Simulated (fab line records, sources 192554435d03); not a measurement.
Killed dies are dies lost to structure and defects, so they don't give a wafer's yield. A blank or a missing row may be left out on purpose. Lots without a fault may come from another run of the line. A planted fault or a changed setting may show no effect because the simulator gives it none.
Chamber matching | flow n5_finfet | N5_BEOL_M12_DEP_53 on pecvd-03: 3 sister chambers
The step deposits SiCN from 3MS/NH3, target thk 30 nm, time 10.5 s. 3 wafers are shown with their chamber, then 8 later ones without.

WAFERS WITH THEIR CHAMBER
wafer  | chamber | throttle_valve_pct (%)
L093.3 | 2       | 17.7
L093.6 | 1       | 19.1
L094.1 | 0       | 18.2

WAFERS WITHOUT THEIR CHAMBER
wafer  | throttle_valve_pct (%)
L094.3 | 18.8
L094.4 | 18.5
L095.1 | 18.5
L095.3 | 18.5
L095.6 | 19.0
L097.2 | 19.0
L097.3 | 17.9
L097.6 | 18.2

WHICH CHAMBER EACH WENT THROUGH
wafer  | from the rows above     | in truth
L094.3 | can't be placed: 1 or 0 | 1
L094.4 | can't be placed: 0 or 1 | 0
L095.1 | can't be placed: 0 or 1 | 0
L095.3 | can't be placed: 0 or 1 | 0
L095.6 | 1                       | 1
L097.2 | 1                       | 1
L097.3 | can't be placed: 2 or 0 | 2
L097.6 | 0                       | 0
Placed correctly: 3 of 8. Can't be placed from these rows: 5 (the true chamber is among the candidates in 5). Placed wrongly: 0.
How it was worked out, from the rows above alone: a wafer's distance from a chamber is the root of the sum, over the readings, of the square of ((its reading less the chamber's mean) divided by the reading's scatter). The wafer belongs to the nearest chamber; if the next one is less than 2 further off, it can't be placed. A chamber's mean is the mean of its shown wafers. The scatter: with one shown wafer a chamber, the root of the mean of the squares of how far each hidden wafer lies from its nearest shown one.
